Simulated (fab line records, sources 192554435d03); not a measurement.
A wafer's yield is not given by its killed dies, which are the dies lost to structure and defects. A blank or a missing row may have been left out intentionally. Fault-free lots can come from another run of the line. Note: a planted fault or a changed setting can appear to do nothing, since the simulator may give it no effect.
Comparing a struck lot with a sound one    flow n5-finfet    40 out of 1938 route steps
Sound: wafers L165.1, L165.2, L165.3. Struck: wafers L154.1, L154.2 (left out: L154.4, a lot-mate that was not struck); the cause follows at the end.
Per side, at each step with rows, come the tool, then ch with its chambers, and then its first start. Under that, the readings that differ: sound wafers    struck wafers    difference of the means    sigmas: that difference in standard deviations of wafers without a fault.
alike: readings whose means differ by less than 2 such deviations, and words and numbers that are the same on both sides. not compared: withheld readings, readings that some wafer has no value for, bounds like >300 that may hide the same value, and numbers for which the record gives no deviation and whose values overlap.
A row with sigmas, a row that says differs or no value, or rows on one side alone: a step with any of these is where the two part. When numbers do not overlap yet have no deviation, they are printed without sigmas and do not part them. A reading missing from all wafers of one side parts the sides only when that side holds two or more wafers.

first, 9 steps without rows for these wafers: N5_BEOL_M4_ANNEAL_95 (time 240 s); N5_BEOL_M4_SPUTTER_96 (material Cu, target thk 4.5 nm, time 8.29 s); N5_BEOL_M4_ECD_50 (material Cu, target thk 300 nm); N5_BEOL_M4_ANNEAL_51 (time 90 s); N5_BEOL_M4_CMP_52 (polishes, stops on SiOC, t overpolish 6.8 s, target thk 40 nm); N5_BEOL_M4_PRE_CLEAN_60 (time 15 s); N5_BEOL_M4_CO_CAP_55 (material Co, precursor CCTBA/H2, target thk 2 nm, time 102.1 s); N5_BEOL_M4_PRE_CLEAN_56 (time 15 s); N5_BEOL_M4_DEP_57 (deposits SiCN from 3MS/NH3, target thk 8 nm, time 14 s).
N5_BEOL_M4_RC_MEAS_101:
  sound on prober-02 ch 0, day 12 19:04; struck on prober-01 ch 0, day 10 03:35
  alike: DIBL_N, DIBL_P, IOFF_N, IOFF_P, ION_N, ION_P, SS_N, SS_P, VT_N, VT_P
then, 24 steps without rows for these wafers: N5_BEOL_M5_ILD_DEP_00 (deposits SiCOH lowk from DEMS/porogen, target thk 140.64 nm, time 25.9 s); N5_BEOL_M5_CURE_79 (cures SiCOH lowk, time 240 s); N5_BEOL_M5_PECVD_70 (deposits SiO2 from TEOS/O2, target thk 16 nm, time 18 s); N5_BEOL_M5_HM_DEP_02 (deposits TiN, target thk 20 nm); N5_BEOL_M5_COAT_59 (time 60 s, resist thk 60 nm); N5_BEOL_M5_COAT_60 (time 60 s, resist thk 12 nm); N5_BEOL_M5_COAT_71 (time 60 s, resist thk 5 nm); N5_BEOL_M5_COAT_05 (resist thk 30 nm); N5_BEOL_M5_EBR_07; N5_BEOL_M5_SOFTBAKE_06 (time 60 s); N5_BEOL_M5_EXPOSE_08 (exposes mask M5, target cd 28 nm); N5_BEOL_M5_PEB_09 (peb time 60 s); N5_BEOL_M5_DEVELOP_10 (develop time 30 s); N5_BEOL_M5_DESCUM_16 (chemistry O2, time 7 s); N5_BEOL_M5_ETCH_72 (etches underlayer in N2/H2, target depth 6.5 nm, time 5.2 s); N5_BEOL_M5_ETCH_61 (etches SiARC in CF4, target depth 15.6 nm, time 26 s); N5_BEOL_M5_ETCH_62 (etches SOC in N2/H2, target depth 75 nm, overetch 15 nm, time 112.5 s); N5_BEOL_M5_STRIP_63 (strips in N2/H2); N5_BEOL_M5_STRIP_73 (strips in N2/H2); N5_BEOL_M5_STRIP_64 (strips in CF4); N5_BEOL_M5_HM_OPEN_17 (chemistry Cl2/BCl3, target TiN, target depth 20 nm, overetch 6 nm); N5_BEOL_M5_STRIP_19 (strips in O2); N5_BEOL_M5_COAT_65 (time 60 s, resist thk 60 nm); N5_BEOL_M5_COAT_66 (time 60 s, resist thk 12 nm).
-- here the record skips 3 days between the struck wafers' starts before and after, leaving off in module BEOL_M5 and picking up in module BEOL_M13 (first step shown: number 1659 of the route) --
N5_BEOL_M13_ILD_DEP_00: deposits SiOC from DEMS/O2, target thk 837.92 nm, time 166.4 s.
  sound on pecvd-01 ch 0,1,2, day 15 11:38; struck on pecvd-03 ch 1,2, day 13 03:13
reading                                        sound              struck       difference  sigmas
run-length-s (s)                               209.7 210.5 210.7  106.5 106.0  -104.0      -99 or more
model.SiOC_of_BEOL_M13_ILD_DEP_00.thk-nm (nm)  845 832 836.8      304.2 308.8  -531.4      
  alike: heater-power-w, showerhead-plenum-p-Torr, showerhead-vpp-V, throttle-valve-pct
N5_BEOL_M13_THK_MEAS_01:
  sound on film-metro-02, day 15 11:47; struck on film-metro-01, day 13 03:22
reading           sound        struck   difference  sigmas
M13_ILD_THK (nm)  846 832 837  304 309  -532        -41
N5_BEOL_M13_VIA_ETCH_16: etches SiOC in C4F8/O2/Ar, target depth 921.7 nm.
  sound on rie-diel-05 ch 0,1,2, day 15 12:23; struck on rie-diel-05 ch 1,2, day 13 03:50
reading                                     sound           struck       difference  sigmas
model.etch.depth-nm (nm)                    845 832 836.8   304.2 308.8  -531.4      
model.coat_of_BEOL_M13_COAT_04.thk-nm (nm)  70.8 68.8 71.4  226.6 222.6  +154.3      
  alike: C4F8_flow_sccm, drypump-motor-current-A, oes-product-au, rf-vpp-V, showerhead-plenum-p-Torr, throttle-valve-pct
N5_BEOL_M13_STRIP_63: strips in N2/H2.
  sound on plasma-asher-01 ch 0,1, day 15 12:37; struck on plasma-asher-02 ch 0,1, day 13 04:05
reading                       sound              struck       difference  sigmas
oes-product-au (a.u.)         0.666 0.675 0.683  0.833 0.840  +0.162      +31
strip-time-to-endpoint-s (s)  27.9 27.3 28.1     69.4 68.4    +41.1       +29
  alike: drypump-motor-current-A, heater-power-w
  not compared: rf-hours-counter-h
N5_BEOL_M13_CMP_49: polishes, stops on SiOC, t overpolish 17.1 s, target thk 420 nm.
  sound on cmp-03 ch 1,2,3, day 15 15:56; struck on cmp-02 ch 0,1, day 13 08:46
reading                                        sound              struck       difference  sigmas
motor-current-A (A)                            5.8 5.9 6.0        5.6 4.9      -0.7        -2
model.SiOC_of_BEOL_M13_ILD_DEP_00.thk-nm (nm)  784.6 773.2 780.6  247.6 248.6  -531.4      
  alike: edge-zone-pressure-frac
N5_PASSIVATION_PROBE_49:
  record: rows for the struck wafers here (prober-02, day 14 12:23), none for the sound ones

## WHERE THEY PART
At N5_BEOL_M13_ILD_DEP_00 first; at N5_PASSIVATION_PROBE_49 last (within this record only).

WHY: the cause the simulator had injected
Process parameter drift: pecvd-03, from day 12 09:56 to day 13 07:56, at N5_BEOL_M13_ILD_DEP_00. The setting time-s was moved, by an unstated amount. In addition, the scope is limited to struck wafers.
